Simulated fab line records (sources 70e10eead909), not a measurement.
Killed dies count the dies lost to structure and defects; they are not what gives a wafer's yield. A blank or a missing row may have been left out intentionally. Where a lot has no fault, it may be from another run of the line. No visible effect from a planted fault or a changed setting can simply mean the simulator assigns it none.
Shared-tool check -- flow nand_harc -- 32 wafers sampled across 11 lots

## WHY IT WAS OPENED
On 2 of the 11 lots, a flag is raised at NHARC_A_BLC_CD_MEAS_10 on the reading cd_nm. No-fault wafers: 100.0 nm, standard deviation 0.47.
Rule: a lot is flagged when every wafer of it that has a number lies more than 4 standard deviations from that mean, or none has a number. As for the other lots, they are considered sound.

lot,measured,on,"cd_nm (nm), wafer by wafer",flag
L890,day 17 10:42,cd_sem-02,101.1 99.6 100.4,
L891,day 17 12:25,cd_sem-01,99.7 99.3 98.7,
L894,day 18 05:55,cd_sem-02,100.6 100.7 100.3,
L893,day 18 17:00,cd_sem-02,99.5 100.4 100.1,
L895,day 19 02:51,cd_sem-01,99.4 100.1 100.1,
L899,day 19 12:20,cd_sem-01,100.2 100.3 100.3,
L898,day 19 12:30,cd_sem-01,100.6 99.9 100.7,
L900,day 20 00:31,cd_sem-01,100.1 100.0 100.5,
L909,day 22 11:13,cd_sem-01,97.6 97.4,FLAGGED
L911,day 22 17:20,cd_sem-02,97.7 97.9 97.2,FLAGGED
L913,day 22 19:41,cd_sem-01,100.2 99.2 100.2,
Average over the flagged lots: 97.6 nm; offset from the usual -2.4 nm, equal to -5 standard deviations.

## TOOL THAT RAN EACH LOT
The record keeps 1 process step preceding the reading, out of 1159 steps on the route. Every cell lists first the tool, next ch and the chambers used by the sampled wafers, and last the start.
lot,flag,NHARC_A_BLC_PEB_08
L890,,"litho_track-04 ch 0, day 17 10:37"
L891,,"litho_track-04 ch 0, day 17 12:20"
L894,,"litho_track-04 ch 0, day 18 05:49"
L893,,"litho_track-06 ch 0, day 18 16:56"
L895,,"litho_track-04 ch 0, day 19 02:46"
L899,,"litho_track-06 ch 0, day 19 12:16"
L898,,"litho_track-06 ch 0, day 19 12:25"
L900,,"litho_track-04 ch 0, day 20 00:26"
L909,FLAGGED,"litho_track-04 ch 0, day 22 11:08"
L911,FLAGGED,"litho_track-04 ch 0, day 22 17:14"
L913,,"litho_track-01 ch 0, day 22 19:37"
These steps, and what they do:
- NHARC_A_BLC_PEB_08: peb time 65 s.
- NHARC_A_BLC_CD_MEAS_10: target cd 100 nm.

## FLAGGED OVER TOTAL, TOOL BY TOOL (the gauges that took the reading come last)
step,tool,lots run,flagged,share of the flagged lots,sound lots run after its first flagged lot
NHARC_A_BLC_PEB_08,litho_track-01,1,0,none,-
NHARC_A_BLC_PEB_08,litho_track-04,7,2,all,0
NHARC_A_BLC_PEB_08,litho_track-06,3,0,none,-
NHARC_A_BLC_CD_MEAS_10,cd_sem-01,7,1,some,1 (L913)
NHARC_A_BLC_CD_MEAS_10,cd_sem-02,4,1,some,0

## WHAT IS ALLOWED BY THE TABLE
1 row of the table ran every flagged lot: litho_track-04 at NHARC_A_BLC_PEB_08.
- litho_track-04 at NHARC_A_BLC_PEB_08: 2 of its 7 lots flagged. It ran its last sound lot, L900, at day 20 00:26 and its first flagged lot, L909, at day 22 11:08: a fault with its onset between the two fits. Its own readings (plate_temp_C) fall more than 4 standard deviations out on all wafers of the flagged lots.
What remains is a single tool, litho_track-04 at NHARC_A_BLC_PEB_08.

## WHAT THE SIMULATOR PUT IN
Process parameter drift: litho_track-04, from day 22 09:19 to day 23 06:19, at NHARC_A_BLC_PEB_08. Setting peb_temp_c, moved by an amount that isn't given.
Lots struck among those shown: L909, L911. The rule above reached the same finding.
